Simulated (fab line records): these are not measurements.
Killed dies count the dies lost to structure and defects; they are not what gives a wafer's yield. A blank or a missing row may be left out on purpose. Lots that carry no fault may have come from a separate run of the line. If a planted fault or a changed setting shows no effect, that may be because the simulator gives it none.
Which of the tools did it? || flow nand_harc || 13 lots, 39 wafers sampled, at 5 steps of a route of 1159

## WHAT THE GAUGES READ, wafer by wafer
NHARC_A_ONON_D1_THK_MEAS_27: measures by ellipsometry.
{"lot": "L176", "measured": "day 8 15:43", "on": "film_metro-02", "thk_nm (nm)": "990 992 993"}
{"lot": "L179", "measured": "day 8 15:51", "on": "film_metro-01", "thk_nm (nm)": "999 998 1000"}
{"lot": "L180", "measured": "day 9 06:33", "on": "film_metro-01", "thk_nm (nm)": "994 993 993"}
{"lot": "L182", "measured": "day 9 17:07", "on": "film_metro-02", "thk_nm (nm)": "1000 1001 1002"}
{"lot": "L183", "measured": "day 9 17:07", "on": "film_metro-01", "thk_nm (nm)": "992 991 991"}
{"lot": "L185", "measured": "day 10 11:31", "on": "film_metro-02", "thk_nm (nm)": "991 992 992"}
{"lot": "L190", "measured": "day 11 08:22", "on": "film_metro-02", "thk_nm (nm)": "981 980 980"}
{"lot": "L187", "measured": "day 11 13:21", "on": "film_metro-01", "thk_nm (nm)": "1636 1636 1637"}
{"lot": "L188", "measured": "day 12 00:34", "on": "film_metro-01", "thk_nm (nm)": "1619 1620 1621"}
{"lot": "L193", "measured": "day 12 09:25", "on": "film_metro-02", "thk_nm (nm)": "1005 1005 1004"}
{"lot": "L196", "measured": "day 12 15:47", "on": "film_metro-02", "thk_nm (nm)": "1003 1003 1004"}
{"lot": "L195", "measured": "day 12 15:49", "on": "film_metro-01", "thk_nm (nm)": "1005 1003 1005"}
{"lot": "L198", "measured": "day 13 15:52", "on": "film_metro-02", "thk_nm (nm)": "1006 1004 1004"}

NHARC_END_SORT_01.
{"lot": "L187", "measured": "day 22 02:01", "on": "prober-02", "killed_at_array": "671 673 672", "killed_at_other": "1 0 0", "killed_at_periphery": "5 4 5", "killed_dies": "677 677 677", "killed_open": "1 1 0", "killed_short": "0 2 2"}
{"lot": "L188", "measured": "day 23 03:43", "on": "prober-01", "killed_at_array": "674 676 676", "killed_at_other": "0 1 0", "killed_at_periphery": "3 0 1", "killed_dies": "677 677 677", "killed_open": "2 1 2", "killed_short": "0 2 2"}

## EACH LOT AND THE TOOL THAT RAN IT (in order: tool; ch and the chambers of the sampled wafers; start)
{"lot": "L176", "NHARC_P_BONDPAD_ACTIVATE_29": "rie_diel-05 ch 0,1,2, day 6 23:32", "NHARC_A_ONON_D1_DEP_25": "pecvd_onon-01 ch 0, day 8 15:16", "NHARC_A_CHANNEL_HOLE_D1_DEP_01": "pecvd-03 ch 0,1,2, day 8 18:49"}
{"lot": "L179", "NHARC_P_BONDPAD_ACTIVATE_29": "rie_diel-01 ch 0,2,3, day 7 06:01", "NHARC_A_ONON_D1_DEP_25": "pecvd_onon-03 ch 0, day 8 15:24", "NHARC_A_CHANNEL_HOLE_D1_DEP_01": "pecvd-04 ch 0,1,2, day 8 18:57"}
{"lot": "L180", "NHARC_P_BONDPAD_ACTIVATE_29": "rie_diel-01 ch 1,2,3, day 7 18:20", "NHARC_A_ONON_D1_DEP_25": "pecvd_onon-02 ch 0, day 9 06:03", "NHARC_A_CHANNEL_HOLE_D1_DEP_01": "pecvd-01 ch 0,1,2, day 9 11:50"}
{"lot": "L182", "NHARC_P_BONDPAD_ACTIVATE_29": "rie_diel-01 ch 0,2,3, day 8 02:28", "NHARC_A_ONON_D1_DEP_25": "pecvd_onon-03 ch 0, day 9 16:36", "NHARC_A_CHANNEL_HOLE_D1_DEP_01": "pecvd-03 ch 1,2, day 9 20:14"}
{"lot": "L183", "NHARC_P_BONDPAD_ACTIVATE_29": "rie_diel-01 ch 2,3, day 8 05:29", "NHARC_A_ONON_D1_DEP_25": "pecvd_onon-01 ch 0, day 9 16:40", "NHARC_A_CHANNEL_HOLE_D1_DEP_01": "pecvd-04 ch 0,1,2, day 9 20:22"}
{"lot": "L185", "NHARC_P_BONDPAD_ACTIVATE_29": "rie_diel-01 ch 0,2,3, day 8 23:50", "NHARC_A_ONON_D1_DEP_25": "pecvd_onon-03 ch 0, day 10 11:03", "NHARC_A_CHANNEL_HOLE_D1_DEP_01": "pecvd-01 ch 0,1, day 10 19:24"}
{"lot": "L190", "NHARC_P_BONDPAD_ACTIVATE_29": "rie_diel-01 ch 0,1,3, day 9 18:38", "NHARC_A_ONON_D1_DEP_25": "pecvd_onon-03 ch 0, day 11 08:01", "NHARC_A_CHANNEL_HOLE_D1_DEP_01": "pecvd-01 ch 0,1,2, day 11 11:39"}
{"lot": "L187", "NHARC_P_BONDPAD_ACTIVATE_29": "rie_diel-01 ch 0,1, day 9 23:29", "NHARC_A_ONON_D1_DEP_25": "pecvd_onon-03 ch 0, day 11 12:54", "NHARC_A_CHANNEL_HOLE_D1_DEP_01": "-"}
{"lot": "L188", "NHARC_P_BONDPAD_ACTIVATE_29": "rie_diel-01 ch 1,2, day 10 11:45", "NHARC_A_ONON_D1_DEP_25": "pecvd_onon-03 ch 0, day 12 00:10", "NHARC_A_CHANNEL_HOLE_D1_DEP_01": "-"}
{"lot": "L193", "NHARC_P_BONDPAD_ACTIVATE_29": "rie_diel-01 ch 2,3, day 10 21:32", "NHARC_A_ONON_D1_DEP_25": "pecvd_onon-01 ch 0, day 12 08:58", "NHARC_A_CHANNEL_HOLE_D1_DEP_01": "pecvd-03 ch 1,2, day 12 14:59"}
{"lot": "L196", "NHARC_P_BONDPAD_ACTIVATE_29": "rie_diel-01 ch 0,1,3, day 11 04:11", "NHARC_A_ONON_D1_DEP_25": "pecvd_onon-01 ch 0, day 12 15:20", "NHARC_A_CHANNEL_HOLE_D1_DEP_01": "pecvd-04 ch 0,2, day 12 18:53"}
{"lot": "L195", "NHARC_P_BONDPAD_ACTIVATE_29": "rie_diel-01 ch 0,2,3, day 11 06:26", "NHARC_A_ONON_D1_DEP_25": "pecvd_onon-02 ch 0, day 12 15:25", "NHARC_A_CHANNEL_HOLE_D1_DEP_01": "pecvd-01 ch 0,1, day 12 20:24"}
{"lot": "L198", "NHARC_P_BONDPAD_ACTIVATE_29": "rie_diel-01 ch 1,2, day 12 03:59", "NHARC_A_ONON_D1_DEP_25": "pecvd_onon-01 ch 0, day 13 15:25", "NHARC_A_CHANNEL_HOLE_D1_DEP_01": "pecvd-01 ch 0,1, day 13 23:05"}
- NHARC_P_BONDPAD_ACTIVATE_29: chemistry N2, time 60 s.
- NHARC_A_ONON_D1_DEP_25: target thk 1000 nm.
- NHARC_A_CHANNEL_HOLE_D1_DEP_01: deposits SiON, target thk 140 nm.

## WHAT THE TOOLS THEMSELVES READ (means of the sampled wafers that have a number; where no wafer has one, the mark that the record gives instead)
NHARC_P_BONDPAD_ACTIVATE_29.
{"lot": "L176", "tool": "rie_diel-05", "drypump_motor_current_A (A)": 6.0, "oes_product_au (a.u.)": 1.002, "rf_vpp_V (V)": 64.5, "showerhead_plenum_p_Torr (Torr)": 1.82}
{"lot": "L179", "tool": "rie_diel-01", "drypump_motor_current_A (A)": 6.0, "oes_product_au (a.u.)": 0.989, "rf_vpp_V (V)": 65.1, "showerhead_plenum_p_Torr (Torr)": 1.84}
{"lot": "L180", "tool": "rie_diel-01", "drypump_motor_current_A (A)": 5.8, "oes_product_au (a.u.)": 0.999, "rf_vpp_V (V)": 63.7, "showerhead_plenum_p_Torr (Torr)": 1.85}
{"lot": "L182", "tool": "rie_diel-01", "drypump_motor_current_A (A)": 6.0, "oes_product_au (a.u.)": 1.001, "rf_vpp_V (V)": 65.0, "showerhead_plenum_p_Torr (Torr)": 1.84}
{"lot": "L183", "tool": "rie_diel-01", "drypump_motor_current_A (A)": 6.1, "oes_product_au (a.u.)": 1.003, "rf_vpp_V (V)": 64.8, "showerhead_plenum_p_Torr (Torr)": 1.83}
{"lot": "L185", "tool": "rie_diel-01", "drypump_motor_current_A (A)": 6.0, "oes_product_au (a.u.)": 0.994, "rf_vpp_V (V)": 64.0, "showerhead_plenum_p_Torr (Torr)": 1.83}
{"lot": "L190", "tool": "rie_diel-01", "drypump_motor_current_A (A)": 6.4, "oes_product_au (a.u.)": 1.002, "rf_vpp_V (V)": 64.6, "showerhead_plenum_p_Torr (Torr)": 1.83}
{"lot": "L187", "tool": "rie_diel-01", "drypump_motor_current_A (A)": 6.1, "oes_product_au (a.u.)": 1.001, "rf_vpp_V (V)": 64.4, "showerhead_plenum_p_Torr (Torr)": 1.85}
{"lot": "L188", "tool": "rie_diel-01", "drypump_motor_current_A (A)": 5.2, "oes_product_au (a.u.)": 0.993, "rf_vpp_V (V)": 64.5, "showerhead_plenum_p_Torr (Torr)": 1.87}
{"lot": "L193", "tool": "rie_diel-01", "drypump_motor_current_A (A)": 5.5, "oes_product_au (a.u.)": 0.997, "rf_vpp_V (V)": 64.7, "showerhead_plenum_p_Torr (Torr)": 1.85}
{"lot": "L196", "tool": "rie_diel-01", "drypump_motor_current_A (A)": 6.4, "oes_product_au (a.u.)": 0.998, "rf_vpp_V (V)": 64.1, "showerhead_plenum_p_Torr (Torr)": 1.83}
{"lot": "L195", "tool": "rie_diel-01", "drypump_motor_current_A (A)": 6.0, "oes_product_au (a.u.)": 0.998, "rf_vpp_V (V)": 64.0, "showerhead_plenum_p_Torr (Torr)": 1.83}
{"lot": "L198", "tool": "rie_diel-01", "drypump_motor_current_A (A)": 5.5, "oes_product_au (a.u.)": 1.004, "rf_vpp_V (V)": 63.7, "showerhead_plenum_p_Torr (Torr)": 1.86}

NHARC_A_ONON_D1_DEP_25.
{"lot": "L176", "tool": "pecvd_onon-01", "nh3_flow_sccm (sccm)": 502.1}
{"lot": "L179", "tool": "pecvd_onon-03", "nh3_flow_sccm (sccm)": 501.1}
{"lot": "L180", "tool": "pecvd_onon-02", "nh3_flow_sccm (sccm)": 499.8}
{"lot": "L182", "tool": "pecvd_onon-03", "nh3_flow_sccm (sccm)": 499.7}
{"lot": "L183", "tool": "pecvd_onon-01", "nh3_flow_sccm (sccm)": 500.3}
{"lot": "L185", "tool": "pecvd_onon-03", "nh3_flow_sccm (sccm)": 499.8}
{"lot": "L190", "tool": "pecvd_onon-03", "nh3_flow_sccm (sccm)": 500.2}
{"lot": "L187", "tool": "pecvd_onon-03", "nh3_flow_sccm (sccm)": 499.7}
{"lot": "L188", "tool": "pecvd_onon-03", "nh3_flow_sccm (sccm)": 500.1}
{"lot": "L193", "tool": "pecvd_onon-01", "nh3_flow_sccm (sccm)": 501.1}
{"lot": "L196", "tool": "pecvd_onon-01", "nh3_flow_sccm (sccm)": 499.9}
{"lot": "L195", "tool": "pecvd_onon-02", "nh3_flow_sccm (sccm)": 497.8}
{"lot": "L198", "tool": "pecvd_onon-01", "nh3_flow_sccm (sccm)": 499.9}

NHARC_A_CHANNEL_HOLE_D1_DEP_01.
{"lot": "L176", "tool": "pecvd-03", "chamber_pressure_Torr (Torr)": 3.492, "heater_power_outer_w (W)": 505, "heater_power_w (W)": 809, "showerhead_vpp_V (V)": 1224}
{"lot": "L179", "tool": "pecvd-04", "chamber_pressure_Torr (Torr)": 3.498, "heater_power_outer_w (W)": 448, "heater_power_w (W)": 743, "showerhead_vpp_V (V)": 1142}
{"lot": "L180", "tool": "pecvd-01", "chamber_pressure_Torr (Torr)": 3.504, "heater_power_outer_w (W)": 411, "heater_power_w (W)": 655, "showerhead_vpp_V (V)": 1183}
{"lot": "L182", "tool": "pecvd-03", "chamber_pressure_Torr (Torr)": 3.494, "heater_power_outer_w (W)": 454, "heater_power_w (W)": 778, "showerhead_vpp_V (V)": 1235}
{"lot": "L183", "tool": "pecvd-04", "chamber_pressure_Torr (Torr)": 3.498, "heater_power_outer_w (W)": 448, "heater_power_w (W)": 748, "showerhead_vpp_V (V)": 1141}
{"lot": "L185", "tool": "pecvd-01", "chamber_pressure_Torr (Torr)": 3.496, "heater_power_outer_w (W)": 455, "heater_power_w (W)": 724, "showerhead_vpp_V (V)": 1151}
{"lot": "L190", "tool": "pecvd-01", "chamber_pressure_Torr (Torr)": 3.503, "heater_power_outer_w (W)": 400, "heater_power_w (W)": 649, "showerhead_vpp_V (V)": 1191}
{"lot": "L193", "tool": "pecvd-03", "chamber_pressure_Torr (Torr)": 3.500, "heater_power_outer_w (W)": 428, "heater_power_w (W)": 738, "showerhead_vpp_V (V)": 1221}
{"lot": "L196", "tool": "pecvd-04", "chamber_pressure_Torr (Torr)": 3.500, "heater_power_outer_w (W)": 427, "heater_power_w (W)": 713, "showerhead_vpp_V (V)": 1137}
{"lot": "L195", "tool": "pecvd-01", "chamber_pressure_Torr (Torr)": 3.503, "heater_power_outer_w (W)": 459, "heater_power_w (W)": 715, "showerhead_vpp_V (V)": 1154}
{"lot": "L198", "tool": "pecvd-01", "chamber_pressure_Torr (Torr)": 3.500, "heater_power_outer_w (W)": 388, "heater_power_w (W)": 634, "showerhead_vpp_V (V)": 1161}

## THE ANSWER, worked out from the rows above alone
Rule: the lots themselves supply what counts as usual. The widest of any qualifying gaps counts: lots, ordered by their means at a reading, are off when they make up no more than a third of the lots, leave a main group of 4 or more, and stand apart from it by 3 or more times the standard deviation of that group's means. A main group whose means are all the same, to the digits that the tables above print for the reading, isn't used. A lot without any number at a reading at which 4 lots or more have one is off too. Any other lot the step has rows for is counted as sound. Order of review: gauges by route order, followed by the tools' own readings, for which a lot's mean as printed above is used. At the first step where some lot is off, the reading lying furthest off is the one used; lots without a number count as furthest.
Off, at NHARC_A_ONON_D1_THK_MEAS_27 on thk_nm: L187, L188. The main group: mean 997 nm, standard deviation 7.5.
If a tool, at a process step before that reading, ran all the lots that are off and no sound lot after the first of them, it fits. Gauges at NHARC_A_ONON_D1_THK_MEAS_27: tried the same way as those tools. One fits: pecvd_onon-03 at NHARC_A_ONON_D1_DEP_25. A fault onset in the window from L190 (day 11 08:01, its last sound lot) to L187 (day 11 12:54, its first lot off) fits.

## WHAT THE SIMULATOR PUT IN
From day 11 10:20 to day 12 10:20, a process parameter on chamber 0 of pecvd_onon-03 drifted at NHARC_A_ONON_D1_DEP_25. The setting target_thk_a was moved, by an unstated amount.
Lots struck among those shown: L187, L188. Same finding as the rule above.
